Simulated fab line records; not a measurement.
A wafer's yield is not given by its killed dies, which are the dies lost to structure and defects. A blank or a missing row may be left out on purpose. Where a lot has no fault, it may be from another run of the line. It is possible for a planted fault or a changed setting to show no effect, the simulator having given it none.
A lot that was struck, set against a sound lot ; flow n5-finfet ; 39 out of 1938 route steps
Sound: wafers L651.1, L651.2, L651.3. Struck: wafer L654.3 (left out: L654.2, L654.5 of the same lot, which were not struck); the cause appears at the end.
Order at every step that has rows: each side's tool, ch and its chambers, its first start. Under that, the readings that differ: sound wafers ; struck wafers ; difference of the means ; sigmas: that difference in standard deviations of wafers without a fault.
alike: a reading whose means differ by less than 2 such deviations, as well as words and numbers matching on both sides. not compared: withheld readings; readings where some wafer has no value; bounds like >300 that might hide an equal value; numbers whose values overlap and for which the record gives no deviation.
The two part at a step that has a row with sigmas, a row that says differs or no value, or rows on one side only. Numbers that don't overlap but have no deviation are shown without sigmas and don't part them. A reading that every wafer of one side lacks parts them only if that side has two wafers or more.

first, 10 steps without rows for these wafers: N5_BEOL_M2_STRIP_36 (strips in N2/H2); N5_BEOL_M2_TRENCH_ETCH_37 (etches SiOC in C4F6/O2, target depth 55.555 nm, time 29.2 s); N5_BEOL_M2_ETCH_41 (etches SiCN in CH3F/O2, target depth 29.9 nm, time 52.5 s); N5_BEOL_M2_STRIP_97 (strips in N2/H2, time 10 s); N5_BEOL_M2_HM_STRIP_39 (strips TiN in peroxide tin strip, target depth 25 nm, time 158 s); N5_BEOL_M2_SRD_40 (time 30 s); N5_BEOL_M2_PRECLEAN_42 (cleans in residue remover, time 60 s); N5_BEOL_M2_SRD_43 (time 30 s); N5_BEOL_M2_DEGAS_44 (time 60 s); N5_BEOL_M2_PRE_CLEAN_45 (time 30 s).
N5_BEOL_M2_ALD_84: deposits TaN, pulse time 2 s, purge time 3 s, co reactant purge time 2 s.
  sound on ald-metal-03 ch 1,2,3, day 8 22:24; struck on ald-metal-03 ch 0, day 10 13:41
reading;sound;struck;difference;sigmas
ald-cycles;30 30 30;12;-18;
  alike: heater-power-outer-w, heater-power-w, precursor-vessel-carrier-sccm, precursor-vessel-temp-c
  not compared: model.TaN_of_BEOL_M2_ALD_84.thk-nm
then, 26 steps without rows for these wafers: N5_BEOL_M2_SURFACE_TREAT_85; N5_BEOL_M2_CVD_47 (deposits Co from CCTBA/H2, target thk 3 nm, time 223.8 s); N5_BEOL_M2_SPUTTER_48 (material Cu, target thk 4.5 nm, time 8.29 s); N5_BEOL_M2_ANNEAL_49 (time 240 s); N5_BEOL_M2_SPUTTER_79 (material Cu, target thk 4.5 nm, time 8.29 s); N5_BEOL_M2_ANNEAL_80 (time 240 s); N5_BEOL_M2_SPUTTER_81 (material Cu, target thk 4.5 nm, time 8.29 s); N5_BEOL_M2_ANNEAL_82 (time 240 s); N5_BEOL_M2_SPUTTER_86 (material Cu, target thk 4.5 nm, time 8.29 s); N5_BEOL_M2_ANNEAL_87 (time 240 s); N5_BEOL_M2_SPUTTER_88 (material Cu, target thk 4.5 nm, time 8.29 s); N5_BEOL_M2_ANNEAL_89 (time 240 s); N5_BEOL_M2_SPUTTER_90 (material Cu, target thk 4.5 nm, time 8.29 s); N5_BEOL_M2_ANNEAL_91 (time 240 s); N5_BEOL_M2_SPUTTER_92 (material Cu, target thk 4.5 nm, time 8.29 s); N5_BEOL_M2_ANNEAL_93 (time 240 s); N5_BEOL_M2_SPUTTER_94 (material Cu, target thk 4.5 nm, time 8.29 s); N5_BEOL_M2_ANNEAL_95 (time 240 s); N5_BEOL_M2_SPUTTER_96 (material Cu, target thk 4.5 nm, time 8.29 s); N5_BEOL_M2_ECD_50 (material Cu, target thk 300 nm); N5_BEOL_M2_ANNEAL_51 (time 90 s); N5_BEOL_M2_CMP_52 (polishes, stops on SiOC, t overpolish 6.8 s, target thk 40 nm); N5_BEOL_M2_PRE_CLEAN_60 (time 15 s); N5_BEOL_M2_CO_CAP_55 (material Co, precursor CCTBA/H2, target thk 2 nm, time 102.1 s); N5_BEOL_M2_PRE_CLEAN_56 (time 15 s); N5_BEOL_M2_DEP_57 (deposits SiCN from 3MS/NH3, target thk 8 nm, time 14 s).
N5_BEOL_M4_RC_MEAS_101:
  sound on prober-01 ch 0, day 10 14:05; struck on prober-01 ch 0, day 11 11:48
reading;sound;struck;difference;sigmas
COMB_M2 (S/m);7.5e-11 5.7e-11 5.9e-11;1.073e-09;+1.009e-09;+92
COMB_M2_max_site (S/m);8.7e-11 9.1e-11 1.02e-10;1.751e-09;+1.658e-09;+87
SERP_M2 (ohm/um);190 187 170;127;-55;-4
SERP_M2_max_site (ohm/um);198 202 180;131;-62;-4
  alike: DIBL_N, DIBL_P, IOFF_N, IOFF_P, ION_N, ION_P, SS_N, SS_P, VT_N, VT_P
-- a jump in the record: the struck wafers' starts before and after are 5 days apart (it breaks off in module BEOL_M4 and resumes in module PASSIVATION, where the first step shown is number 1936 of the route) --
N5_PASSIVATION_PROBE_49:
  sound on prober-02, day 15 13:43; struck on prober-01, day 16 04:21
reading;sound;struck;difference;sigmas
defect-limited-yield (%);91.4 92.5 91.6;45.8;-46.0;-31
killed_at_M0_to_M3;27 18 26;545;+521;+47
killed-dies;101 88 99;639;+543;+30
killed-on-rim;18 11 5;75;+64;+14
sort_bin_4_leakage (%);0 0 0;44.41;+44.41;+99 or more
sort-n-pass;1079 1092 1081;541;-543;-30
sort-yield-pct (%);91.4 92.5 91.6;45.8;-46.0;-31
  alike: killed_at_M4_up, killed-at-contacts, killed-at-front-end, killed-at-other, killed-open, killed-short, sort_bin_5_function, sort_bin_6_memory

## WHERE THEY PART
Last at N5_PASSIVATION_PROBE_49 as far as this record goes, first at N5_BEOL_M4_RC_MEAS_101.

WHY: what the simulator had put in
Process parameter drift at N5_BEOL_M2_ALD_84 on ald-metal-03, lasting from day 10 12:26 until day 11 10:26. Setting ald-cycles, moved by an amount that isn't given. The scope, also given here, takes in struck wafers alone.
